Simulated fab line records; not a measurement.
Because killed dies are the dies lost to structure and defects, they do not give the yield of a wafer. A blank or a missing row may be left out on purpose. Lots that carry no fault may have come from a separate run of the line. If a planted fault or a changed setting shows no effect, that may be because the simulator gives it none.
Matching of chambers    flow n5Finfet    N5_BEOL_M8_ILD_DEP_00 on pecvd-04 has 3 sister chambers
The step deposits SiCOH lowk from DEMS/porogen, target thk 179.75 nm, time 33.4 s. 3 wafers are shown with their chamber, then 10 later ones without.

WAFERS PAIRED WITH THEIR CHAMBERS
wafer   chamber  throttleValvePct (%)
L082.5  1        15.1
L084.2  2        13.3
L084.3  0        14.5

WAFERS WITH NO CHAMBER GIVEN
wafer   throttleValvePct (%)
L084.5  14.6
L086.3  14.9
L086.5  14.3
L086.6  14.6
L092.1  13.0
L092.2  14.5
L092.4  14.5
L096.2  13.6
L096.4  14.6
L096.6  13.2

WHICH CHAMBER EACH ONE RAN IN
wafer    from the rows above       in truth
L084.5   0                         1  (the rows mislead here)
L086.3   can't be placed: 1 or 0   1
L086.5   0                         0
L086.6   0                         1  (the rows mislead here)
L092.1   2                         2
L092.2   0                         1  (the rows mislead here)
L092.4   0                         0
L096.2   2                         2
L096.4   0                         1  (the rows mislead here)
L096.6   2                         2
Correctly placed: 5 of 10. Not placeable from these rows: 1 (in 1, the candidates include the true chamber). Placed wrongly: 4.
How it was worked out, from the rows above alone: a wafer's distance from a chamber is the root of the sum, over the readings, of the square of ((its reading less the chamber's mean) divided by the reading's scatter). The wafer belongs to the nearest chamber; if the next one is less than 2 further off, it can't be placed. Each chamber's mean is taken over the wafers shown for it. The scatter (one wafer shown for each chamber): square how far every hidden wafer sits from the nearest shown wafer, average those squares and take the square root.
